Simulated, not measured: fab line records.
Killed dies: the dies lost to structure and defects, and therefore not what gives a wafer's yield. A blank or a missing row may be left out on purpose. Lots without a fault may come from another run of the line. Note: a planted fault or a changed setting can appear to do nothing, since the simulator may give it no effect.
fab line records -- flow nand_harc
record lots=24, wafers=72, last_day=34
route steps=1302 shown P_M0@273 P_M1@301 P_M2@336 P_BONDPAD@353
lots that met no fault: taken from a fault-free run of the same line
start_h: hours from the record's opening day to when the first of the lot's shown wafers began -- wait_h: time in hours since the lot's previous step -- " identical to the entry in the row above -- L1.1+2: a single row standing in for several wafers -- - value missing, or start not given -- * or withheld: withheld -- < > ~ a bound
route shown NAME@n: NAME is a module with steps in the file, n the number in the route of the first one -- usual: average and standard deviation across the fault-free wafers -- same: alike in all rows -- chamber/n: place in a boat -- sites: per-site readings -- _std_site: the values' standard deviation -- _edge_site: inner sites' mean taken away from outer sites' mean -- radius_mm: for every site, how far away it sits from the centre of the wafer -- mask NAME#n: copy n -- behind: tool/chamber where the wafer was last shaped -- hold: cause of the lot's hold/its duration in hours/its outcome -- device: whichever transistor did not switch (one of n, p or np) -- end of line: the route-end tests of the same wafers -- step lacking rows: just its recipe -- killed: dies lost to structure and defects at the first sort, not the wafer's yield -- map: dies across one wafer; x = killed, . = not, _ = none there
set.NAME: the setting as run; set.NAME@STEP: as run at that earlier step -- model.NAME: the simulator's own value behind a step, which no gauge read
steps of the route over a sample of lots; a table a step, a row a wafer
services: the hour from which a tool's chamber was out of use, counted from the record's first day as start_h (under 0 if before that day), plus the number of hours and why
## steps
# step NHARC_P_M0_PRE_CLEAN_29
# recipe time_s=30, temp_c=280, gas=H2/He
# usual heater_power_w=403/25
lot.wafer,tool,chamber,start_h,wait_h,heater_power_w
L074.2,pvd_sputter-02,-,-,-,423
L074.4,pvd_sputter-02,-,-,-,383
L074.1,pvd_sputter-02,-,-,-,370
L076.2,pvd_sputter-02,-,-,-,382
L076.1,pvd_sputter-02,-,-,-,414
L076.4,pvd_sputter-02,-,-,-,381
L075.1,pvd_sputter-03,-,-,-,443
L075.2,pvd_sputter-03,-,-,-,434
L075.5,pvd_sputter-03,-,-,-,444
L077.2,pvd_sputter-02,-,-,-,383
L077.4,pvd_sputter-02,-,-,-,383
L077.1,pvd_sputter-02,-,-,-,417
L078.2,pvd_sputter-01,-,-,-,364
L078.4,pvd_sputter-01,-,-,-,410
L078.5,pvd_sputter-01,-,-,-,418
L079.4,pvd_sputter-03,-,-,-,405
L079.1,pvd_sputter-03,-,-,-,434
L079.2,pvd_sputter-03,-,-,-,435
L080.3,pvd_sputter-01,-,-,-,401
L080.2,pvd_sputter-01,-,-,-,419
L080.5,pvd_sputter-01,-,-,-,425
L081.4,pvd_sputter-02,-,-,-,379
L081.6,pvd_sputter-02,-,-,-,433
L081.5,pvd_sputter-02,-,-,-,379
L083.2,pvd_sputter-01,-,-,-,402
L083.3,pvd_sputter-01,-,-,-,419
L083.5,pvd_sputter-01,-,-,-,404
L082.4,pvd_sputter-02,-,-,-,378
L082.5,pvd_sputter-02,-,-,-,379
L082.6,pvd_sputter-02,-,-,-,377
L084.2,pvd_sputter-02,-,-,-,397
L084.1,pvd_sputter-02,-,-,-,386
L084.6,pvd_sputter-02,-,-,-,385
L085.2,pvd_sputter-02,-,-,-,378
L085.3,pvd_sputter-02,-,-,-,376
L085.6,pvd_sputter-02,-,-,-,386
L086.3,pvd_sputter-01,-,-,-,423
L086.1,pvd_sputter-01,-,-,-,410
L086.4,pvd_sputter-01,-,-,-,425
L087.4,pvd_sputter-02,-,-,-,387
L087.6,pvd_sputter-02,-,-,-,381
L087.5,pvd_sputter-02,-,-,-,413
L089.2,pvd_sputter-03,-,-,-,405
L089.4,pvd_sputter-03,-,-,-,430
L089.1,pvd_sputter-03,-,-,-,430
L088.2,pvd_sputter-01,-,-,-,423
L088.4,pvd_sputter-01,-,-,-,424
L088.5,pvd_sputter-01,-,-,-,425
L090.4,pvd_sputter-01,-,-,-,423
L090.3,pvd_sputter-01,-,-,-,431
L090.1,pvd_sputter-01,-,-,-,420
L091.2,pvd_sputter-03,-,-,-,410
L091.3,pvd_sputter-03,-,-,-,411
L091.6,pvd_sputter-03,-,-,-,408
L092.2,pvd_sputter-01,-,-,-,350
L092.3,pvd_sputter-01,-,-,-,432
L092.5,pvd_sputter-01,-,-,-,417
L093.2,pvd_sputter-01,-,-,-,426
L093.3,pvd_sputter-01,-,-,-,350
L093.6,pvd_sputter-01,-,-,-,414
L094.3,pvd_sputter-03,-,-,-,405
L094.1,pvd_sputter-03,-,-,-,444
L094.4,pvd_sputter-03,-,-,-,401
L095.4,pvd_sputter-01,-,-,-,360
L095.2,pvd_sputter-01,-,-,-,425
L095.5,pvd_sputter-01,-,-,-,425
L096.2,pvd_sputter-01,-,-,-,427
L096.4,pvd_sputter-01,-,-,-,416
L096.6,pvd_sputter-01,-,-,-,361
L097.1,pvd_sputter-03,-,-,-,403
L097.3,pvd_sputter-03,-,-,-,443
L097.5,pvd_sputter-03,-,-,-,427
# step NHARC_P_M1_CD_MEAS_16
# usual cd_nm=129.8/0.76
lot.wafer,tool,chamber,start_h,wait_h,cd_nm
L074.1,cd_sem-03,-,121.83,-,129.4
L074.2,cd_sem-03,-,121.83,-,128.7
L074.4,cd_sem-03,-,121.83,-,128.2
L076.1,cd_sem-01,-,139.20,-,129.5
L076.2,cd_sem-01,-,139.20,-,130.3
L076.4,cd_sem-01,-,139.20,-,129.9
L075.1,cd_sem-02,-,140.52,-,129.7
L075.2,cd_sem-02,-,140.52,-,130.9
L075.5,cd_sem-02,-,140.52,-,130.1
L077.1,cd_sem-01,-,152.59,-,130.5
L077.2,cd_sem-01,-,152.59,-,129.4
L077.4,cd_sem-01,-,152.59,-,128.9
L078.2,cd_sem-03,-,164.89,-,130.0
L078.4,cd_sem-03,-,164.89,-,129.3
L078.5,cd_sem-03,-,164.89,-,130.0
L079.1,cd_sem-03,-,170.09,-,129.4
L079.2,cd_sem-03,-,170.09,-,130.3
L079.4,cd_sem-03,-,170.09,-,129.7
L080.2,cd_sem-01,-,180.78,-,130.5
L080.3,cd_sem-01,-,180.78,-,130.2
L080.5,cd_sem-01,-,180.78,-,131.6
L081.4,cd_sem-03,-,199.29,-,130.7
L081.5,cd_sem-03,-,199.29,-,131.9
L081.6,cd_sem-03,-,199.29,-,129.7
L083.2,cd_sem-02,-,215.98,-,129.4
L083.3,cd_sem-02,-,215.98,-,130.1
L083.5,cd_sem-02,-,215.98,-,129.9
L082.4,cd_sem-01,-,216.49,-,129.5
L082.5,cd_sem-01,-,216.49,-,129.4
L082.6,cd_sem-01,-,216.49,-,130.2
L084.1,cd_sem-02,-,227.19,-,129.5
L084.2,cd_sem-02,-,227.19,-,129.5
L084.6,cd_sem-02,-,227.19,-,129.2
L085.2,cd_sem-03,-,240.03,-,131.9
L085.3,cd_sem-03,-,240.03,-,129.7
L085.6,cd_sem-03,-,240.03,-,131.3
L086.1,cd_sem-02,-,245.55,-,130.2
L086.3,cd_sem-02,-,245.55,-,129.8
L086.4,cd_sem-02,-,245.55,-,130.2
L087.4,cd_sem-03,-,252.67,-,130.3
L087.5,cd_sem-03,-,252.67,-,130.7
L087.6,cd_sem-03,-,252.67,-,131.0
L089.1,cd_sem-03,-,269.40,-,130.2
L089.2,cd_sem-03,-,269.40,-,130.5
L089.4,cd_sem-03,-,269.40,-,129.4
L088.2,cd_sem-01,-,269.56,-,128.9
L088.4,cd_sem-01,-,269.56,-,131.0
L088.5,cd_sem-01,-,269.56,-,129.3
L090.1,cd_sem-01,-,287.20,-,130.5
L090.3,cd_sem-01,-,287.20,-,129.9
L090.4,cd_sem-01,-,287.20,-,130.8
L091.2,cd_sem-02,-,302.14,-,131.0
L091.3,cd_sem-02,-,302.14,-,129.1
L091.6,cd_sem-02,-,302.14,-,129.4
L092.2,cd_sem-01,-,306.18,-,128.9
L092.3,cd_sem-01,-,306.18,-,130.0
L092.5,cd_sem-01,-,306.18,-,128.6
L093.2,cd_sem-02,-,319.66,-,129.6
L093.3,cd_sem-02,-,319.66,-,128.1
L093.6,cd_sem-02,-,319.66,-,129.4
L094.1,cd_sem-03,-,324.56,-,129.1
L094.3,cd_sem-03,-,324.56,-,129.7
L094.4,cd_sem-03,-,324.56,-,130.9
L095.2,cd_sem-01,-,336.40,-,128.7
L095.4,cd_sem-01,-,336.40,-,130.8
L095.5,cd_sem-01,-,336.40,-,129.6
L096.2,cd_sem-01,-,345.10,-,128.3
L096.4,cd_sem-01,-,345.10,-,130.2
L096.6,cd_sem-01,-,345.10,-,129.0
L097.1,cd_sem-03,-,362.34,-,130.3
L097.3,cd_sem-03,-,362.34,-,129.8
L097.5,cd_sem-03,-,362.34,-,129.9
# step NHARC_P_M2_ETCH_28
# recipe target_depth_a=300, over_etch_frac=0.3, time_s=72.99, ion_energy_ev=150, cf4_flow_sccm=50, n2_flow_sccm=100, ar_flow_sccm=150, rf_w=300, bias_w=100, chemistry=CF4/N2
# usual drypump_motor_current_A=5.5/0.53, oes_product_au=1.003/0.0095, rf_vpp_V=314.8/2.2, showerhead_plenum_p_Torr=2.67/0.12, throttle_valve_pct=19.794/0.0088
lot.wafer,tool,chamber,start_h,wait_h,drypump_motor_current_A,oes_product_au,rf_hours_counter_h,rf_vpp_V,showerhead_plenum_p_Torr,throttle_valve_pct
L074.4,rie_diel-09,3,-,-,4.9,0.994,7.8,316.1,2.73,19.783
L074.1,rie_diel-09,0,-,-,5.5,1.005,8.1,311.1,2.51,19.787
L074.2,rie_diel-09,2,-,-,5.3,0.994,7.6,316.6,2.76,19.780
L076.1,rie_diel-10,1,-,-,5.5,1.007,4.2,312.2,2.49,19.791
L076.4,rie_diel-10,2,-,-,5.0,1.014,2.7,319.1,2.80,19.802
L076.2,rie_diel-10,3,-,-,5.2,0.994,5.4,316.9,2.81,19.803
L075.2,rie_diel-10,0,-,-,6.6,0.998,5.3,315.4,2.61,19.797
L075.1,rie_diel-10,1,-,-,5.4,0.997,4.3,311.3,2.49,19.810
L075.5,rie_diel-10,3,-,-,5.2,0.985,-,317.3,2.81,19.788
L077.2,rie_diel-10,2,-,-,5.0,0.997,3.8,316.5,2.80,19.788
L077.1,rie_diel-10,3,-,-,5.1,0.994,6.5,316.2,2.81,19.796
L077.4,rie_diel-10,0,-,-,6.7,1.007,5.9,315.2,2.60,19.799
L078.2,rie_diel-10,0,-,-,6.7,0.998,6.7,314.7,2.60,19.783
L078.4,rie_diel-10,2,-,-,5.0,1.014,4.3,316.7,2.80,19.799
L078.5,rie_diel-10,3,-,-,5.2,0.983,-,317.9,2.81,19.800
L079.4,rie_diel-10,1,-,-,5.4,1.008,5.5,310.2,2.49,19.794
L079.2,rie_diel-10,3,-,-,5.2,0.994,7.4,317.1,2.81,19.809
L079.1,rie_diel-10,0,-,-,6.7,1.002,6.8,313.9,2.60,19.798
L080.3,rie_diel-10,1,-,-,5.4,0.998,7.1,312.3,2.48,19.799
L080.2,rie_diel-10,3,-,-,5.2,0.984,9.0,316.2,2.81,19.794
L080.5,rie_diel-10,0,-,-,6.7,1.004,-,314.0,2.60,19.805
L081.4,rie_diel-10,1,-,-,5.4,1.004,8.9,312.7,2.48,19.802
L081.6,rie_diel-10,1,-,-,5.4,1.002,-,310.3,2.48,19.788
L081.5,rie_diel-10,2,-,-,5.0,1.001,-,317.7,2.80,19.771
L083.2,rie_diel-10,3,-,-,5.2,0.999,10.5,318.4,2.81,19.784
L083.3,rie_diel-10,0,-,-,6.6,1.006,10.3,313.6,2.60,19.789
L083.5,rie_diel-10,2,-,-,5.0,1.006,-,318.0,2.80,19.773
L082.4,rie_diel-09,2,-,-,5.3,1.016,2.7,315.7,2.76,19.807
L082.6,rie_diel-09,3,-,-,4.9,1.005,-,315.9,2.73,19.791
L082.5,rie_diel-09,0,-,-,5.5,1.000,-,312.6,2.51,19.801
L084.2,rie_diel-09,2,-,-,5.3,1.013,3.7,317.0,2.76,19.793
L084.1,rie_diel-09,3,-,-,4.9,0.986,3.8,315.6,2.73,19.801
L084.6,rie_diel-09,2,-,-,5.3,1.017,-,315.9,2.76,19.796
L085.3,rie_diel-09,1,-,-,5.7,1.000,4.1,314.4,2.59,19.796
L085.2,rie_diel-09,2,-,-,5.3,1.013,4.1,315.1,2.76,19.793
L085.6,rie_diel-09,2,-,-,5.3,1.018,-,316.4,2.76,19.791
L086.4,rie_diel-08,3,-,-,5.3,0.988,2.7,314.8,2.67,19.804
L086.3,rie_diel-08,0,-,-,5.1,0.998,2.3,313.4,2.55,19.799
L086.1,rie_diel-08,1,-,-,6.2,0.986,2.0,313.6,2.66,19.782
L087.4,rie_diel-08,1,-,-,6.2,1.002,2.1,314.2,2.66,19.780
L087.5,rie_diel-08,0,-,-,5.1,1.009,-,313.7,2.55,19.792
L087.6,rie_diel-08,1,-,-,6.2,1.000,-,314.9,2.66,19.781
L089.1,rie_diel-08,3,-,-,5.3,1.000,3.4,315.5,2.67,19.785
L089.4,rie_diel-08,0,-,-,5.1,1.014,3.1,313.6,2.55,19.795
L089.2,rie_diel-08,2,-,-,5.7,0.998,3.5,314.9,2.74,19.800
L088.4,rie_diel-09,2,-,-,5.3,1.012,6.6,315.7,2.76,19.803
L088.2,rie_diel-09,0,-,-,5.5,1.003,6.3,312.1,2.51,19.792
L088.5,rie_diel-09,2,-,-,5.3,1.007,-,315.8,2.76,19.794
L090.4,rie_diel-09,3,-,-,4.9,0.987,6.8,315.9,2.73,19.791
L090.1,rie_diel-09,0,-,-,5.5,0.992,6.6,313.2,2.51,19.796
L090.3,rie_diel-09,1,-,-,5.7,1.000,6.9,314.2,2.59,19.806
L091.2,rie_diel-10,1,-,-,5.4,0.989,2.9,311.0,2.48,19.796
L091.3,rie_diel-10,0,-,-,6.7,1.017,4.2,313.9,2.60,19.799
L091.6,rie_diel-10,1,-,-,5.4,0.986,-,311.0,2.48,19.800
L092.3,rie_diel-10,2,-,-,5.0,1.001,3.4,317.7,2.80,19.791
L092.2,rie_diel-10,1,-,-,5.4,0.983,3.0,311.6,2.48,19.796
L092.5,rie_diel-10,3,-,-,5.2,1.003,-,317.0,2.80,19.806
L093.2,rie_diel-10,2,-,-,5.1,1.017,4.1,316.0,2.80,19.786
L093.3,rie_diel-10,3,-,-,5.2,1.001,5.4,317.2,2.80,19.785
L093.6,rie_diel-10,2,-,-,5.0,1.008,-,319.2,2.80,19.784
L094.3,rie_diel-10,2,-,-,5.0,1.010,4.2,317.6,2.80,19.790
L094.1,rie_diel-10,3,-,-,5.1,0.998,5.5,317.8,2.80,19.790
L094.4,rie_diel-10,0,-,-,6.7,1.018,5.4,313.9,2.60,19.812
L095.4,rie_diel-09,0,-,-,5.6,0.996,0.3,312.2,2.51,19.799
L095.2,rie_diel-09,1,-,-,5.7,1.011,0.2,313.7,2.59,19.794
L095.5,rie_diel-09,3,-,-,4.9,1.014,-,313.9,2.73,19.786
L096.2,rie_diel-08,1,-,-,6.2,1.006,6.1,313.9,2.66,19.786
L096.4,rie_diel-08,3,-,-,5.3,1.002,7.9,314.0,2.67,19.802
L096.6,rie_diel-08,1,-,-,6.2,1.006,-,313.5,2.66,19.803
L097.3,rie_diel-09,0,-,-,5.5,0.997,1.4,313.0,2.51,19.802
L097.1,rie_diel-09,1,-,-,5.6,1.011,1.4,313.5,2.59,19.803
L097.5,rie_diel-09,3,-,-,4.9,1.018,-,316.2,2.73,19.790
# step NHARC_P_M2_INSPECT_27
# usual raw_defect_count=331/150
lot.wafer,tool,chamber,start_h,wait_h,raw_defect_count
L074.1,defect_inspect-01,-,128.54,0.0,458
L074.2,defect_inspect-01,-,128.54,0.0,747
L074.4,defect_inspect-01,-,128.54,0.0,572
L076.1,defect_inspect-01,-,145.83,0.0,340
L076.2,defect_inspect-01,-,145.83,0.0,287
L076.4,defect_inspect-01,-,145.83,0.0,259
L075.1,defect_inspect-01,-,146.80,0.0,220
L075.2,defect_inspect-01,-,146.80,0.0,233
L075.5,defect_inspect-01,-,146.80,0.0,303
L077.1,defect_inspect-02,-,158.94,0.0,786
L077.2,defect_inspect-02,-,158.94,0.0,639
L077.4,defect_inspect-02,-,158.94,0.0,432
L078.2,defect_inspect-01,-,171.32,0.0,189
L078.4,defect_inspect-01,-,171.32,0.0,436
L078.5,defect_inspect-01,-,171.32,0.0,316
L079.1,defect_inspect-02,-,176.40,0.0,180
L079.2,defect_inspect-02,-,176.40,0.0,309
L079.4,defect_inspect-02,-,176.40,0.0,234
L080.2,defect_inspect-01,-,187.31,0.0,178
L080.3,defect_inspect-01,-,187.31,0.0,189
L080.5,defect_inspect-01,-,187.31,0.0,313
L081.4,defect_inspect-01,-,205.73,0.0,184
L081.5,defect_inspect-01,-,205.73,0.0,134
L081.6,defect_inspect-01,-,205.73,0.0,248
L083.2,defect_inspect-01,-,222.57,0.0,277
L083.3,defect_inspect-01,-,222.57,0.0,216
L083.5,defect_inspect-01,-,222.57,0.0,283
L082.4,defect_inspect-02,-,222.95,0.0,629
L082.5,defect_inspect-02,-,222.95,0.0,286
L082.6,defect_inspect-02,-,222.95,0.0,458
L084.1,defect_inspect-01,-,233.59,0.0,374
L084.2,defect_inspect-01,-,233.59,0.0,551
L084.6,defect_inspect-01,-,233.59,0.0,638
L085.2,defect_inspect-02,-,246.45,0.0,300
L085.3,defect_inspect-02,-,246.45,0.0,438
L085.6,defect_inspect-02,-,246.45,0.0,354
L086.1,defect_inspect-02,-,252.15,0.0,348
L086.3,defect_inspect-02,-,252.15,0.0,329
L086.4,defect_inspect-02,-,252.15,0.0,330
L087.4,defect_inspect-01,-,259.10,0.0,216
L087.5,defect_inspect-01,-,259.10,0.0,340
L087.6,defect_inspect-01,-,259.10,0.0,242
L089.1,defect_inspect-02,-,275.68,0.0,277
L089.2,defect_inspect-02,-,275.68,0.0,313
L089.4,defect_inspect-02,-,275.68,0.0,374
L088.2,defect_inspect-02,-,276.07,0.0,189
L088.4,defect_inspect-02,-,276.07,0.0,241
L088.5,defect_inspect-02,-,276.07,0.0,202
L090.1,defect_inspect-02,-,293.51,0.0,586
L090.3,defect_inspect-02,-,293.51,0.0,431
L090.4,defect_inspect-02,-,293.51,0.0,345
L091.2,defect_inspect-01,-,308.80,0.0,172
L091.3,defect_inspect-01,-,308.80,0.0,273
L091.6,defect_inspect-01,-,308.80,0.0,502
L092.2,defect_inspect-02,-,312.73,0.0,175
L092.3,defect_inspect-02,-,312.73,0.0,199
L092.5,defect_inspect-02,-,312.73,0.0,237
L093.2,defect_inspect-02,-,326.07,0.0,196
L093.3,defect_inspect-02,-,326.07,0.0,307
L093.6,defect_inspect-02,-,326.07,0.0,309
L094.1,defect_inspect-02,-,331.07,0.0,548
L094.3,defect_inspect-02,-,331.07,0.0,420
L094.4,defect_inspect-02,-,331.07,0.0,316
L095.2,defect_inspect-01,-,342.82,0.0,296
L095.4,defect_inspect-01,-,342.82,0.0,230
L095.5,defect_inspect-01,-,342.82,0.0,344
L096.2,defect_inspect-01,-,351.54,0.0,150
L096.4,defect_inspect-01,-,351.54,0.0,201
L096.6,defect_inspect-01,-,351.54,0.0,306
L097.1,defect_inspect-01,-,368.82,0.0,294
L097.3,defect_inspect-01,-,368.82,0.0,186
L097.5,defect_inspect-01,-,368.82,0.0,218
# step NHARC_P_BONDPAD_THK_MEAS_33
# recipe thk_meas_gauge=ellipsometry
# usual thk_nm=200.3/1.5
lot.wafer,tool,chamber,start_h,wait_h,thk_nm
L074.1,film_metro-02,-,129.76,0.2,197.9
L074.2,film_metro-02,-,129.76,0.2,200.0
L074.4,film_metro-02,-,129.76,0.2,200.5
L076.1,film_metro-02,-,147.05,0.2,198.4
L076.2,film_metro-02,-,147.05,0.2,199.1
L076.4,film_metro-02,-,147.05,0.2,201.3
L075.1,film_metro-01,-,147.99,0.1,200.9
L075.2,film_metro-01,-,147.99,0.1,201.0
L075.5,film_metro-01,-,147.99,0.1,199.4
L077.1,film_metro-02,-,160.16,0.2,199.0
L077.2,film_metro-02,-,160.16,0.2,202.9
L077.4,film_metro-02,-,160.16,0.2,198.4
L078.2,film_metro-01,-,172.54,0.2,199.6
L078.4,film_metro-01,-,172.54,0.2,198.8
L078.5,film_metro-01,-,172.54,0.2,200.7
L079.1,film_metro-01,-,177.61,0.2,199.3
L079.2,film_metro-01,-,177.61,0.2,201.5
L079.4,film_metro-01,-,177.61,0.2,199.8
L080.2,film_metro-01,-,188.52,0.2,201.1
L080.3,film_metro-01,-,188.52,0.2,200.3
L080.5,film_metro-01,-,188.52,0.2,200.8
L081.4,film_metro-01,-,206.93,0.2,200.5
L081.5,film_metro-01,-,206.93,0.2,198.8
L081.6,film_metro-01,-,206.93,0.2,199.8
L083.2,film_metro-01,-,223.76,0.2,200.1
L083.3,film_metro-01,-,223.76,0.2,200.7
L083.5,film_metro-01,-,223.76,0.2,199.9
L082.4,film_metro-02,-,224.19,0.2,199.6
L082.5,film_metro-02,-,224.19,0.2,202.1
L082.6,film_metro-02,-,224.19,0.2,197.4
L084.1,film_metro-02,-,234.79,0.2,199.4
L084.2,film_metro-02,-,234.79,0.2,199.3
L084.6,film_metro-02,-,234.79,0.2,198.8
L085.2,film_metro-02,-,247.67,0.2,199.8
L085.3,film_metro-02,-,247.67,0.2,200.7
L085.6,film_metro-02,-,247.67,0.2,199.0
L086.1,film_metro-02,-,253.36,0.1,198.5
L086.3,film_metro-02,-,253.36,0.1,200.2
L086.4,film_metro-02,-,253.36,0.1,199.9
L087.4,film_metro-02,-,260.31,0.2,200.7
L087.5,film_metro-02,-,260.31,0.2,200.4
L087.6,film_metro-02,-,260.31,0.2,200.7
L089.1,film_metro-01,-,277.12,0.2,199.1
L089.2,film_metro-01,-,277.12,0.2,197.6
L089.4,film_metro-01,-,277.12,0.2,200.0
L088.2,film_metro-02,-,277.27,0.2,200.1
L088.4,film_metro-02,-,277.27,0.2,198.3
L088.5,film_metro-02,-,277.27,0.2,202.3
L090.1,film_metro-01,-,294.86,0.1,199.8
L090.3,film_metro-01,-,294.86,0.1,194.3
L090.4,film_metro-01,-,294.86,0.1,198.6
L091.2,film_metro-01,-,310.16,0.2,200.4
L091.3,film_metro-01,-,310.16,0.2,200.5
L091.6,film_metro-01,-,310.16,0.2,202.1
L092.2,film_metro-01,-,313.95,0.2,202.2
L092.3,film_metro-01,-,313.95,0.2,200.7
L092.5,film_metro-01,-,313.95,0.2,200.2
L093.2,film_metro-02,-,327.29,0.2,202.2
L093.3,film_metro-02,-,327.29,0.2,201.5
L093.6,film_metro-02,-,327.29,0.2,201.3
L094.1,film_metro-01,-,332.28,0.2,201.3
L094.3,film_metro-01,-,332.28,0.2,200.0
L094.4,film_metro-01,-,332.28,0.2,203.3
L095.2,film_metro-01,-,344.04,0.2,201.6
L095.4,film_metro-01,-,344.04,0.2,200.5
L095.5,film_metro-01,-,344.04,0.2,198.1
L096.2,film_metro-01,-,352.76,0.2,201.6
L096.4,film_metro-01,-,352.76,0.2,198.0
L096.6,film_metro-01,-,352.76,0.2,200.0
L097.1,film_metro-02,-,370.05,0.2,200.3
L097.3,film_metro-02,-,370.05,0.2,199.9
L097.5,film_metro-02,-,370.05,0.2,202.7
# step NHARC_P_BONDPAD_PVD_17
# recipe target_thk_a=50, bias_v=168.6, power_w=15000, chamber_pressure_pa=0.12, time_s=8.06, substrate_temp_c=50, material=TaN
# usual throttle_valve_pct=29.9/0.85
lot.wafer,tool,chamber,start_h,wait_h,throttle_valve_pct
L074.4,pvd_sputter-01,-,-,-,28.3
L074.1,pvd_sputter-01,-,-,-,30.8
L074.2,pvd_sputter-01,-,-,-,29.5
L076.4,pvd_sputter-01,-,-,-,30.8
L076.2,pvd_sputter-01,-,-,-,29.4
L076.1,pvd_sputter-01,-,-,-,28.4
L075.1,pvd_sputter-02,-,-,-,29.1
L075.2,pvd_sputter-02,-,-,-,29.5
L075.5,pvd_sputter-02,-,-,-,29.1
L077.4,pvd_sputter-02,-,-,-,28.9
L077.1,pvd_sputter-02,-,-,-,29.7
L077.2,pvd_sputter-02,-,-,-,29.5
L078.2,pvd_sputter-01,-,-,-,28.3
L078.4,pvd_sputter-01,-,-,-,31.1
L078.5,pvd_sputter-01,-,-,-,28.5
L079.1,pvd_sputter-01,-,-,-,29.2
L079.4,pvd_sputter-01,-,-,-,28.4
L079.2,pvd_sputter-01,-,-,-,30.9
L080.3,pvd_sputter-01,-,-,-,31.1
L080.2,pvd_sputter-01,-,-,-,28.4
L080.5,pvd_sputter-01,-,-,-,30.9
L081.4,pvd_sputter-03,-,-,-,30.3
L081.5,pvd_sputter-03,-,-,-,29.6
L081.6,pvd_sputter-03,-,-,-,30.8
L083.2,pvd_sputter-03,-,-,-,28.7
L083.3,pvd_sputter-03,-,-,-,30.4
L083.5,pvd_sputter-03,-,-,-,30.6
L082.4,pvd_sputter-03,-,226.05,-,30.0
L082.6,pvd_sputter-03,-,226.05,-,28.6
L082.5,pvd_sputter-03,-,226.05,-,30.5
L084.2,pvd_sputter-01,-,-,-,28.4
L084.1,pvd_sputter-01,-,-,-,30.3
L084.6,pvd_sputter-01,-,-,-,30.1
L085.3,pvd_sputter-03,-,-,-,29.6
L085.2,pvd_sputter-03,-,-,-,28.5
L085.6,pvd_sputter-03,-,-,-,30.7
L086.4,pvd_sputter-01,-,-,-,30.5
L086.1,pvd_sputter-01,-,-,-,28.4
L086.3,pvd_sputter-01,-,-,-,30.3
L087.4,pvd_sputter-01,-,-,-,29.6
L087.5,pvd_sputter-01,-,-,-,29.8
L087.6,pvd_sputter-01,-,-,-,30.5
L089.4,pvd_sputter-03,-,-,-,30.2
L089.1,pvd_sputter-03,-,-,-,28.4
L089.2,pvd_sputter-03,-,-,-,30.4
L088.2,pvd_sputter-02,-,-,-,31.2
L088.4,pvd_sputter-02,-,-,-,28.7
L088.5,pvd_sputter-02,-,-,-,29.6
L090.4,pvd_sputter-01,-,-,-,30.1
L090.1,pvd_sputter-01,-,-,-,30.3
L090.3,pvd_sputter-01,-,-,-,28.7
L091.2,pvd_sputter-01,-,-,-,30.1
L091.3,pvd_sputter-01,-,-,-,29.4
L091.6,pvd_sputter-01,-,-,-,30.3
L092.2,pvd_sputter-01,-,-,-,28.8
L092.3,pvd_sputter-01,-,-,-,30.2
L092.5,pvd_sputter-01,-,-,-,30.3
L093.3,pvd_sputter-03,-,-,-,30.4
L093.2,pvd_sputter-03,-,-,-,30.5
L093.6,pvd_sputter-03,-,-,-,30.0
L094.4,pvd_sputter-02,-,-,-,30.2
L094.1,pvd_sputter-02,-,-,-,28.7
L094.3,pvd_sputter-02,-,-,-,30.2
L095.4,pvd_sputter-03,-,-,-,30.0
L095.2,pvd_sputter-03,-,-,-,28.4
L095.5,pvd_sputter-03,-,-,-,30.6
L096.4,pvd_sputter-02,-,-,-,28.9
L096.2,pvd_sputter-02,-,-,-,30.0
L096.6,pvd_sputter-02,-,-,-,30.4
L097.1,pvd_sputter-02,-,-,-,30.3
L097.3,pvd_sputter-02,-,-,-,28.6
L097.5,pvd_sputter-02,-,-,-,30.0
## services
tool,chamber,start_h,hours,kind
pvd_sputter-02,-,104.01,10.0,pm
rie_diel-10,2,108.65,3.6,repair
rie_diel-09,-,143.10,9.0,pm
rie_diel-08,3,144.36,9.3,repair
pvd_sputter-03,-,149.18,7.5,repair
rie_diel-08,2,149.44,7.8,repair
rie_diel-08,1,158.60,9.4,repair
pvd_sputter-03,-,170.03,10.0,pm
rie_diel-08,-,190.80,9.0,pm
pvd_sputter-03,-,203.42,1.3,repair
rie_diel-10,1,216.80,14.7,repair
rie_diel-09,-,230.52,0.2,repair
rie_diel-10,-,242.50,9.0,pm
pvd_sputter-03,-,250.75,5.1,repair
pvd_sputter-01,-,256.83,0.7,repair
pvd_sputter-02,-,282.01,10.0,pm
pvd_sputter-01,-,284.48,3.6,repair
pvd_sputter-02,-,308.49,8.9,repair
pvd_sputter-03,-,314.35,4.1,repair
rie_diel-09,-,320.10,9.0,pm
rie_diel-10,2,342.09,7.5,repair
pvd_sputter-03,-,348.03,10.0,pm
rie_diel-10,-,362.31,1.3,repair
rie_diel-10,1,370.06,4.9,repair
## key
fault none
